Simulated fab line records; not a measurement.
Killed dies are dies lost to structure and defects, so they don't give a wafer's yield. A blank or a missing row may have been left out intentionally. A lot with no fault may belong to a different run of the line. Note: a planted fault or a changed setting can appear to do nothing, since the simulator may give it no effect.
What tool caused it? -- flow n5 finfet -- Sampling: 10 lots, 29 wafers, 2 of 1938 route steps

## WHAT THE GAUGES SHOWED, per wafer
N5_BEOL_M12_CD_MEAS_17: the cd target is 140 nm.
lot,measured,on,cd nm (nm)
L565,day 11 12:05,cd sem-02,133.7 132.9 132.4
L566,day 11 19:46,cd sem-01,142.0 140.5 147.6
L567,day 11 22:04,cd sem-03,142.8 142.7 140.9
L574,day 13 13:38,cd sem-03,141.9 144.8 140.5
L575,day 13 14:49,cd sem-01,138.1 135.0 137.2
L576,day 14 06:04,cd sem-02,137.1 136.2 139.9
L577,day 15 02:01,cd sem-01,136.8 135.8 137.0
L582,day 15 03:11,cd sem-03,137.3 138.8 137.9
L581,day 15 07:05,cd sem-02,146.4 140.1
L587,day 17 03:58,cd sem-01,133.3 139.0 138.0

## TOOL THAT RAN EACH LOT (tool first, then ch and the chambers of the sampled wafers, then the start)
lot,N5_BEOL_M12_ETCH_59
L565,"rie diel-01 ch 0,1,3, day 11 11:38"
L566,"rie diel-06 ch 0,2, day 11 19:19"
L567,"rie diel-06 ch 0,2,3, day 11 21:37"
L574,"rie diel-06 ch 0,1,2, day 13 13:11"
L575,"rie diel-03 ch 0,1,3, day 13 14:21"
L576,"rie diel-01 ch 0,1, day 14 05:34"
L577,"rie diel-03 ch 1,3, day 15 01:34"
L582,"rie diel-06 ch 0,1,3, day 15 02:44"
L581,"rie diel-01 ch 0,2, day 15 06:37"
L587,"rie diel-01 ch 0,1,3, day 17 03:30"
- N5_BEOL_M12_ETCH_59: etches BARC in N2/H2, target depth 89 nm, overetch 26.7 nm, time 67.9 s.

## THE ANSWER, worked out from the rows above alone
Rule: usual is defined by the lots themselves. The widest of any qualifying gaps counts: lots, ordered by their means at a reading, are off when they make up no more than a third of the lots, leave a main group of 4 or more, and stand apart from it by 3 or more times the standard deviation of that group's means. Not used: any main group whose means are identical at the precision the tables above print for the reading. A lot without any number at a reading at which 4 lots or more have one is off too. Where the step has rows for the other lots, those lots are counted as sound.
None of the lots is off at any reading shown; this tells nothing.

## WHAT THE SIMULATOR PUT IN
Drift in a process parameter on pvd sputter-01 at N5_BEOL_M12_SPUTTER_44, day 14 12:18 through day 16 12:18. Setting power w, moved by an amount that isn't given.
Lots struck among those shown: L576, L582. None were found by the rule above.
